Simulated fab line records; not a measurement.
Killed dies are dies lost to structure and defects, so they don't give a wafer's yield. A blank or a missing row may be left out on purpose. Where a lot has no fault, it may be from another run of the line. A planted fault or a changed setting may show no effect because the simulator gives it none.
fab line records	flow nandHarc
[record] lots = 11	wafers = 33	lastDay = 25
route steps=1159 shown A_CONTACT@921 END@1159
lots untouched by any fault: they come from a run of this same line in which no faults occurred
startH: start of the lot's first displayed wafer, in hours after the record's first day	waitH: time in hours since the lot's previous step	" same as the row above	L1.1+2: one row covering several wafers at once	- no value present, or no start provided	* or withheld: withheld	< > ~ a bound
route shown NAME@n: NAME is a module with steps in the file, n the number in the route of the first one	usual: mean/standard deviation taken from wafers without a fault	same: alike in all rows	chamber/n: place in a boat	sites: the reading at each site	_std_site: their standard deviation	_edge_site: the outer-site mean with the inner-site mean subtracted	radiusMm: how far each site lies from the wafer's centre	mask NAME#n: copy n	behind: tool/chamber where the wafer was last shaped	hold: cause of the lot's hold/its duration in hours/its outcome	device: names the non-switching transistor (n, p or np)	end of line: at the end of the route, the tests of the same wafers	for a step that has no rows: nothing shown but its recipe	killed: dies that structure and defects cost at the first sort, which is not the same as the wafer's yield	map: the dies of a wafer, with x for killed, . for not killed, _ for no die there
set.NAME: the setting the step ran with; set.NAME@STEP: the setting that earlier step ran with	model.NAME: the simulator's own value behind a step, which no gauge read
route steps across a sampled set of lots; one table per step, one row per wafer
services: the hour from which a tool's chamber was out of use, counted from the record's first day as startH (under 0 if before that day), plus the number of hours and why
[[steps]]
[step NHARC_A_CONTACT_STRIP_82]
[recipe] o2FlowSccm = 500	arFlowSccm = 0	biasW = 0	chemistry = O2
[usual] drypumpMotorCurrentA = 5.7/0.34	mfcArSccm = 0.007/0.0096	oesProductAu = 0.999/0.011	rfVppV = 57.9/0.89	showerheadPlenumPTorr = 3.52/0.17	throttleValvePct = 17.037/0.01
lot.wafer	tool	chamber	startH	waitH	drypumpMotorCurrentA	mfcArSccm	oesProductAu	rfHoursCounterH	rfVppV	showerheadPlenumPTorr	throttleValvePct
L973.1	rieDiel-03	0	-	-	5.6	0.008	0.995	28	57.9	3.53	17.043
L973.3	"	1	"	"	6.3	0	0.991	29	56.8	3.30	17.045
L973.2	"	2	"	"	5.7	0.030	0.998	30	58.2	3.72	17.044
L978.1	rieDiel-03	3	-	-	5.3	0	1.012	30	56.9	3.27	17.037
L978.2	"	1	"	"	6.4	0	0.996	31	56.9	3.30	17.036
L978.6	"	3	"	"	5.3	0	1.014	-	56.7	3.27	17.047
L975.1	rieDiel-05	1	-	-	5.6	0.008	1.006	18	56.8	3.36	17.050
L975.4	"	2	"	"	5.7	0	0.986	19	57.1	3.59	17.038
L975.6	"	1	"	"	5.6	0.008	1.008	-	58.8	3.36	17.034
L982.4	rieDiel-03	3	-	-	5.3	0	0.995	4	57.8	3.81	17.042
L982.1	"	0	"	"	5.6	0.008	0.992	4	57.3	3.53	17.041
L982.3	"	1	"	"	6.4	0	0.982	4	57.7	3.30	17.036
L981.1	rieDiel-13	2	-	-	5.3	0.020	1.022	51	58.2	3.61	17.031
L981.3	"	3	"	"	6.1	0.008	1.009	59	57.5	3.26	17.037
L981.5	"	1	"	"	5.8	0	0.986	-	56.7	3.27	17.045
L983.2	rieDiel-05	2	-	-	5.6	0	1.005	38	58.7	3.58	17.031
L983.3	"	3	"	"	5.3	0	1.022	37	56.5	3.58	17.022
L983.4	"	0	"	"	6.3	0.009	1.005	35	57.1	3.51	17.043
L993.2	rieDiel-03	0	-	-	5.5	0.008	1.001	14	58.8	3.52	17.020
L993.3	"	2	"	"	5.7	0.030	1.001	15	59.5	3.71	17.044
L993.5	"	1	"	"	6.4	0	0.995	-	55.5	3.30	17.021
L991.2	rieDiel-05	1	-	-	5.6	0.008	1.001	61	57.3	3.34	17.022
L991.6	"	2	"	"	5.7	0	0.989	-	57.2	3.56	17.059
L991.5	"	3	"	"	5.3	0	1.023	-	58.3	3.57	17.037
L995.4	rieDiel-05	3	-	-	5.3	0	1.023	61	58.5	3.57	17.038
L995.6	"	1	"	"	5.6	0.008	1.000	-	55.7	3.34	17.048
L995.5	"	2	"	"	5.7	0	1.000	-	57.9	3.56	17.024
L994.1	rieDiel-05	3	-	-	5.3	0	1.019	63	59.5	3.56	17.037
L994.2	"	0	"	"	6.3	0.009	0.999	63	59.0	3.49	17.021
L994.4	"	1	"	"	5.6	0.008	1.003	64	57.6	3.34	17.045
L996.1	rieDiel-03	3	-	-	5.3	0	1.005	24	58.0	3.79	17.058
L996.2	"	1	"	"	6.4	0	0.983	22	56.7	3.29	17.028
L996.5	"	3	"	"	5.3	0	1.011	-	58.0	3.79	17.024
[step NHARC_A_CONTACT_DEP_84]
[recipe] targetThkA = 20000	tempC = 400	material = aC
[usual] throttleValvePct = 35.000/0.01
lot.wafer	tool	chamber	startH	waitH	throttleValvePct
L973.1	aclDep-02	0	382.26	-	35.002
L973.2	"	0	"	"	35.008
L973.3	"	0	"	"	34.997
L978.1	aclDep-01	0	392.36	-	35.004
L978.2	"	0	"	"	35.004
L978.6	"	0	"	"	35.009
L975.1	aclDep-03	0	399.86	-	34.991
L975.4	"	0	"	"	34.976
L975.6	"	0	"	"	34.985
L982.1	aclDep-02	0	424.76	-	35.011
L982.3	"	0	"	"	35.001
L982.4	"	0	"	"	34.995
L981.1	aclDep-03	0	439.54	-	34.997
L981.3	"	0	"	"	35.003
L981.5	"	0	"	"	35.005
L983.2	aclDep-01	0	442.91	-	35.012
L983.3	"	0	"	"	34.997
L983.4	"	0	"	"	34.988
L993.2	aclDep-03	0	495.61	-	34.998
L993.3	"	0	"	"	35.002
L993.5	"	0	"	"	35.002
L991.2	aclDep-02	0	509.08	-	35.010
L991.5	"	0	"	"	34.986
L991.6	"	0	"	"	35.007
L995.4	aclDep-01	0	510.48	-	35.010
L995.5	"	0	"	"	35.000
L995.6	"	0	"	"	35.023
L994.1	aclDep-01	0	513.19	-	34.998
L994.2	"	0	"	"	34.980
L994.4	"	0	"	"	34.985
L996.1	aclDep-02	0	524.38	-	35.007
L996.2	"	0	"	"	35.011
L996.5	"	0	"	"	35.004
[step NHARC_A_CONTACT_ETCH_89]
[recipe] targetDepthA = 2600	overEtchFrac = 0.3	timeS = 475.3	ionEnergyEv = 200	n2FlowSccm = 150	h2FlowSccm = 150	arFlowSccm = 0	rfW = 400	biasW = 150	chemistry = N2/H2
[usual] biasW = 150.1/0.44	chamberPressureMTorr = 30.001/0.026	drypumpMotorCurrentA = 5.7/0.36	mfcArSccm = 0.008/0.01	oesProductAu = 0.995/0.012	rfVppV = 431/3.4	showerheadPlenumPTorr = 2.06/0.12	throttleValvePct = 14.172/0.0089
[same] overEtchFrac = 0.3
lot.wafer	tool	chamber	startH	waitH	biasW	chamberPressureMTorr	drypumpMotorCurrentA	mfcArSccm	oesProductAu	rfHoursCounterH	rfVppV	showerheadPlenumPTorr	throttleValvePct
L973.1	rieDiel-13	3	-	-	150.5	30.002	6.1	0.008	0.993	43	425	1.87	14.161
L973.3	"	0	"	"	150.2	30.027	5.6	0	0.993	42	430	2.03	14.180
L973.2	"	1	"	"	150.8	29.969	5.8	0	0.975	41	427	1.88	14.168
L978.2	rieDiel-13	1	-	-	150.0	30.002	5.8	0	0.980	45	425	1.88	14.178
L978.1	"	3	"	"	150.2	30.038	6.1	0.008	1.012	46	427	1.87	14.164
L978.6	"	1	"	"	149.8	29.981	5.8	0	0.985	-	427	1.88	14.166
L975.1	rieDiel-03	1	-	-	150.1	29.989	6.4	0	0.987	0	427	1.90	14.178
L975.4	"	3	"	"	150.0	29.989	5.3	0	1.010	0	435	2.22	14.170
L975.6	"	1	"	"	149.8	30.029	6.4	0	0.981	-	428	1.90	14.177
L982.4	rieDiel-03	1	-	-	149.6	30.000	6.4	0	0.982	4	427	1.89	14.173
L982.3	"	2	"	"	149.4	29.977	5.7	0.030	0.987	4	433	2.16	14.171
L982.1	"	3	"	"	150.3	29.967	5.3	0	1.001	5	436	2.22	14.160
L981.1	rieDiel-13	2	-	-	150.0	30.044	5.3	0.020	1.009	52	432	2.09	14.164
L981.3	"	0	"	"	150.3	30.005	5.6	0	0.988	59	430	2.02	14.174
L981.5	"	2	"	"	150.1	29.970	5.3	0.020	1.002	-	433	2.09	14.176
L983.4	rieDiel-05	2	-	-	150.0	29.980	5.7	0	1.001	38	431	2.07	14.175
L983.3	"	3	"	"	150.3	30.005	5.3	0	1.012	38	433	2.07	14.163
L983.2	"	0	"	"	149.3	29.982	6.3	0.009	1.000	36	431	2.03	14.169
L993.2	rieDiel-13	0	-	-	150.2	29.989	5.6	0	1.004	11	429	2.01	14.176
L993.3	"	1	"	"	149.3	30.009	5.8	0	1.011	12	435	2.21	14.189
L993.5	"	1	"	"	149.7	30.051	5.8	0	1.010	-	436	2.21	14.182
L991.2	rieDiel-03	3	-	-	150.5	30.013	5.3	0	1.009	19	436	2.21	14.178
L991.6	"	2	"	"	149.6	30.041	5.7	0.030	0.999	-	434	2.16	14.159
L991.5	"	3	"	"	150.7	30.021	5.3	0	1.005	-	436	2.21	14.160
L995.5	rieDiel-03	1	-	-	150.1	29.974	6.4	0	0.988	-	427	1.89	14.179
L995.6	"	2	"	"	150.2	30.029	5.7	0.030	0.990	-	433	2.16	14.172
L995.4	"	3	"	"	149.6	29.984	5.3	0	1.006	-	437	2.21	14.163
L994.1	rieDiel-13	0	-	-	150.3	30.031	5.6	0	1.002	20	430	2.01	14.183
L994.4	"	1	"	"	149.9	30.037	5.7	0	1.000	20	436	2.21	14.165
L994.2	"	3	"	"	149.6	30.011	6.0	0.008	1.004	20	435	2.21	14.177
L996.2	rieDiel-03	0	-	-	149.9	30.033	5.5	0.008	0.980	20	429	2.03	14.184
L996.1	"	1	"	"	150.4	30.048	6.4	0	0.983	23	427	1.89	14.187
L996.5	"	1	"	"	150.1	30.000	6.4	0	0.991	-	427	1.89	14.160
[step NHARC_A_CONTACT_ETCH_92]
[recipe] targetDepthA = 400	overEtchFrac = 0.5	timeS = 85.7	ionEnergyEv = 120	ch3fFlowSccm = 50	o2FlowSccm = 30	arFlowSccm = 200	rfW = 500	biasW = 100	chemistry = CH3F/O2
[usual] biasW = 100.0/0.31	ch3fFlowSccm = 50.00/0.14	drypumpMotorCurrentA = 5.7/0.37	mfcArSccm = 199.9/0.66	oesProductAu = 0.932/0.026	overEtchFrac = 0.5/0	rfVppV = 244.4/2	showerheadPlenumPTorr = 2.46/0.13	throttleValvePct = 20.664/0.0092
lot.wafer	tool	chamber	startH	waitH	biasW	ch3fFlowSccm	drypumpMotorCurrentA	mfcArSccm	oesProductAu	overEtchFrac	rfHoursCounterH	rfVppV	showerheadPlenumPTorr	throttleValvePct
L973.3	rieDiel-13	1	386.92	0.3	100.1	50.03	5.8	200.3	0.912	0.5	42	241.1	2.28	20.663
L973.1	"	2	"	"	100.2	50.04	5.3	200.9	0.937	0.5	36	247.3	2.52	20.671
L973.2	"	0	"	"	100.1	49.67	5.6	199.1	0.933	0.5	43	243.8	2.44	20.683
L978.2	rieDiel-05	2	396.79	0.4	99.4	49.85	5.7	199.7	0.918	0.5	21	244.6	2.50	20.673
L978.1	"	0	"	"	99.6	50.19	6.3	200.3	0.916	0.5	20	243.0	2.45	20.656
L978.6	"	3	"	"	99.5	49.97	5.3	200.6	0.945	0.5	-	246.4	2.50	20.665
L975.1	rieDiel-05	1	404.14	0.4	99.8	49.78	5.6	199.5	0.936	0.5	22	242.6	2.34	20.658
L975.4	"	3	"	"	100.1	49.95	5.3	199.9	0.947	0.5	23	246.2	2.50	20.670
L975.6	"	1	"	"	100.0	49.88	5.6	200.0	0.936	0.5	-	243.0	2.34	20.681
L982.3	rieDiel-03	1	428.88	0.3	-	-	-	-	-	-	-	-	-	-
L982.4	"	2	"	"	-	-	-	-	-	-	-	-	-	-
L982.1	"	3	"	"	-	-	-	-	-	-	-	-	-	-
L981.3	rieDiel-03	2	443.67	0.2	-	-	-	-	-	-	-	-	-	-
L981.1	"	1	"	"	-	-	-	-	-	-	-	-	-	-
L981.5	"	2	"	"	-	-	-	-	-	-	-	-	-	-
L983.4	rieDiel-03	3	446.99	0.4	-	-	-	-	-	-	-	-	-	-
L983.2	"	0	"	"	-	-	-	-	-	-	-	-	-	-
L983.3	"	1	"	"	-	-	-	-	-	-	-	-	-	-
L993.3	rieDiel-03	3	499.79	0.3	99.8	50.22	5.3	199.9	0.931	0.5	17	246.8	2.65	20.687
L993.2	"	0	"	"	100.1	49.85	5.5	198.7	0.908	0.5	16	244.0	2.45	20.656
L993.5	"	0	"	"	99.6	50.09	5.5	200.1	0.910	0.5	-	244.7	2.45	20.664
L991.2	rieDiel-03	2	514.14	0.4	100.2	49.93	5.7	198.4	0.929	0.5	20	245.2	2.59	20.668
L991.6	"	3	"	"	100.6	50.09	5.3	199.9	0.935	0.5	-	245.4	2.65	20.666
L991.5	"	1	"	"	99.9	50.08	6.3	200.3	0.926	0.5	-	241.1	2.29	20.668
L995.5	rieDiel-03	1	515.11	0.2	99.4	49.95	6.4	199.6	0.911	0.5	-	241.9	2.29	20.672
L995.4	"	2	"	"	99.9	50.00	5.7	200.4	0.909	0.5	-	246.4	2.59	20.646
L995.6	"	3	"	"	100.5	50.08	5.3	199.3	0.919	0.5	-	246.5	2.65	20.659
L994.2	rieDiel-03	2	518.27	0.3	99.9	49.97	5.7	199.5	1.002	0.5	21	245.4	2.59	20.660
L994.1	"	3	"	"	100.1	49.82	5.2	199.4	1.003	0.5	22	245.9	2.65	20.675
L994.4	"	3	"	"	100.3	49.92	5.2	199.6	1.001	0.5	-	246.8	2.65	20.664
L996.1	rieDiel-03	3	528.75	0.5	100.0	50.08	5.3	198.5	0.929	0.5	24	247.7	2.65	20.676
L996.2	"	0	"	"	100.1	49.93	5.6	200.6	0.910	0.5	21	243.4	2.45	20.653
L996.5	"	2	"	"	99.8	50.22	5.7	199.6	0.918	0.5	-	245.8	2.59	20.657
[step NHARC_END_SORT_01]
[recipe] tempC = 25
[usual] killedAtArray = 25/9.2	killedAtOther = 0.9/1.3	killedAtPeriphery = 3.3/2.3	killedDies = 29/9.6	killedOpen = 3.2/1.8	killedShort = 2/1.4
[same] grossDies = 677
lot.wafer	tool	chamber	startH	waitH	killedAtArray	killedAtOther	killedAtPeriphery	killedDies	killedOpen	killedShort
L982.1	prober-02	0	478.13	2.6	669	3	5	677	7	1
L982.3	prober-02	0	479.72	3.1	673	1	3	677	4	0
L982.4	prober-02	0	480.52	3.4	672	2	3	677	1	3
L981.1	prober-01	0	497.84	2.5	671	1	5	677	4	3
L981.3	prober-01	0	499.45	3.1	670	0	7	677	6	2
L981.5	prober-01	0	501.06	3.7	676	0	1	677	3	1
L983.2	prober-02	0	498.64	2.8	673	1	3	677	4	3
L983.3	prober-02	0	499.42	3.1	673	1	3	677	2	1
L983.4	prober-02	0	500.21	3.4	675	0	2	677	4	1
// killed by level:class
L982.1 A_CONTACT:areaEtch=619 A_CHANNEL_HOLE_D1:chamberFilmFlake=19 A_SLIT:chamberFilmFlake=11 P_ZERO_WELL:chamberFilmFlake=3 A_STAIRCASE:chamberFilmFlake=3 A_WL_FILL:chamberFilmFlake=3 A_M0:chamberFilmFlake=3 A_ONON_D1:geometricParticle:open=2
L982.3 A_CONTACT:areaEtch=637 A_CHANNEL_HOLE_D1:chamberFilmFlake=12 A_SLIT:chamberFilmFlake=10 A_M0:chamberFilmFlake=3 P_ZERO_WELL:chamberFilmFlake=2 A_STAIRCASE:chamberFilmFlake=2 A_SGD_CUT:chamberFilmFlake=2 A_WL_FILL:chamberFilmFlake=2
L982.4 A_CONTACT:areaEtch=644 A_CHANNEL_HOLE_D1:chamberFilmFlake=7 A_SLIT:chamberFilmFlake=5 A_CONTACT:chamberFilmFlake=4 A_WL_FILL:geometricParticle:short=3 P_ZERO_WELL:chamberFilmFlake=3 A_STAIRCASE:chamberFilmFlake=3 A_WL_FILL:chamberFilmFlake=3
L981.1 A_CONTACT:areaEtch=648 A_SLIT:chamberFilmFlake=9 A_STAIRCASE:chamberFilmFlake=3 A_CONTACT:chamberFilmFlake=3 P_CONTACT:geometricParticle:open=2 P_ZERO_WELL:chamberFilmFlake=2 A_CHANNEL_HOLE_D1:chamberFilmFlake=2 A_WL_FILL:chamberFilmFlake=2
L983.2 A_CONTACT:areaEtch=644 A_CHANNEL_HOLE_D1:chamberFilmFlake=11 A_STAIRCASE:chamberFilmFlake=5 A_CONTACT:chamberFilmFlake=4 A_SGD_CUT:chamberFilmFlake=3 P_CONTACT:geometricParticle:open=1 P_M2:geometricParticle:short=1 A_ONON_D1:geometricParticle:short=1
L983.3 A_CONTACT:areaEtch=650 A_CHANNEL_HOLE_D1:chamberFilmFlake=12 A_SGD_CUT:chamberFilmFlake=3 P_BONDPAD:chamberFilmFlake=2 A_ZERO_WELL:chamberFilmFlake=2 A_CONTACT:chamberFilmFlake=2 A_CHANNEL_FILL_D1:geometricParticle:short=1 A_CONTACT:geometricParticle:open=1
L981.3 A_CONTACT:areaEtch=646 A_SLIT:chamberFilmFlake=9 A_WL_FILL:chamberFilmFlake=6 P_ZERO_WELL:chamberFilmFlake=3 A_ONON_D1:geometricParticle:short=2 A_CHANNEL_HOLE_D1:chamberFilmFlake=2 P_STI:geometricParticle:open=1 P_GATE:geometricParticle:open=1
L983.4 A_CONTACT:areaEtch=652 A_STAIRCASE:chamberFilmFlake=6 A_CHANNEL_HOLE_D1:chamberFilmFlake=5 A_SGD_CUT:chamberFilmFlake=4 A_CONTACT:chamberFilmFlake=3 P_CONTACT:geometricParticle:open=1 P_M0:geometricParticle:open=1 A_WL_FILL:geometricParticle:short=1
L981.5 A_CONTACT:areaEtch=655 A_SLIT:chamberFilmFlake=10 A_CONTACT:chamberFilmFlake=3 A_CHANNEL_HOLE_D1:chamberFilmFlake=2 A_STAIRCASE:chamberFilmFlake=2 P_M0:geometricParticle:open=1 A_ONON_D1:geometricParticle:short=1 A_CHANNEL_FILL_D1:geometricParticle:open=1
[[services]]
tool	chamber	startH	hours	kind
rieDiel-03	0	371.35	-	clean
rieDiel-03	1	371.35	-	clean
rieDiel-03	2	371.35	-	clean
rieDiel-03	3	371.35	-	clean
rieDiel-03	-	392.30	9.0	pm
rieDiel-03	0	392.30	9.0	ventCycle
rieDiel-03	1	392.30	9.0	ventCycle
rieDiel-03	2	392.30	9.0	ventCycle
rieDiel-03	3	392.30	9.0	ventCycle
rieDiel-03	0	401.30	-	clean
rieDiel-03	1	401.30	-	clean
rieDiel-03	2	401.30	-	clean
rieDiel-03	3	401.30	-	clean
rieDiel-03	3	401.30	-	consumableReplace:focusRing
rieDiel-03	3	401.30	-	consumableReplace:showerhead
rieDiel-13	2	402.42	2.0	repair
aclDep-03	-	406.00	13.0	pm
rieDiel-13	-	417.30	0.8	repair
rieDiel-03	0	425.80	-	clean
rieDiel-13	-	453.19	9.0	pm
aclDep-01	-	477.99	13.0	pm
rieDiel-03	0	507.85	12.3	repair
rieDiel-13	0	517.28	4.2	repair
rieDiel-05	-	517.68	9.0	pm
[[key]]
[firstSign] step = NHARC_A_CONTACT_ETCH_92	reading = toolRecord	direction = missing
[effect] step = NHARC_END_SORT_01	reading = killedAtArray	direction = up	sigmas = 70	usual = 25	struck = 672
[moreKillsBornAt] NHARC_A_CONTACT_ETCH_92@rieDiel-03 = 5795
metAt NHARC_A_CONTACT_ETCH_92
struckLots L981,L982,L983
laterRowsLeftOut L981.1,L981.3,L981.5,L982.1,L982.3,L982.4,L983.2,L983.3,L983.4
testerLeftOut L981,L982,L983
notActingAt NHARC_A_CONTACT_STRIP_82,NHARC_A_CONTACT_DEP_84,NHARC_A_CONTACT_ETCH_89
[fault] kind = skippedStepWhole	tool = rieDiel-03	chamber = -	onsetH = 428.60	steps = NHARC_A_CONTACT_ETCH_92	scope = struckLotsOnly
// testerLeftOut: of these lots the tester's yield and bins aren't shown, on N5 and GAA mostly nor the transistor test; their killed dies are dies lost to structure and defects alone, not to doping, threshold or leakage, so they don't give the yield
// laterRowsLeftOut: the simulator's readings of these wafers behind a module that went badly wrong aren't trusted and aren't shown, but for the sort
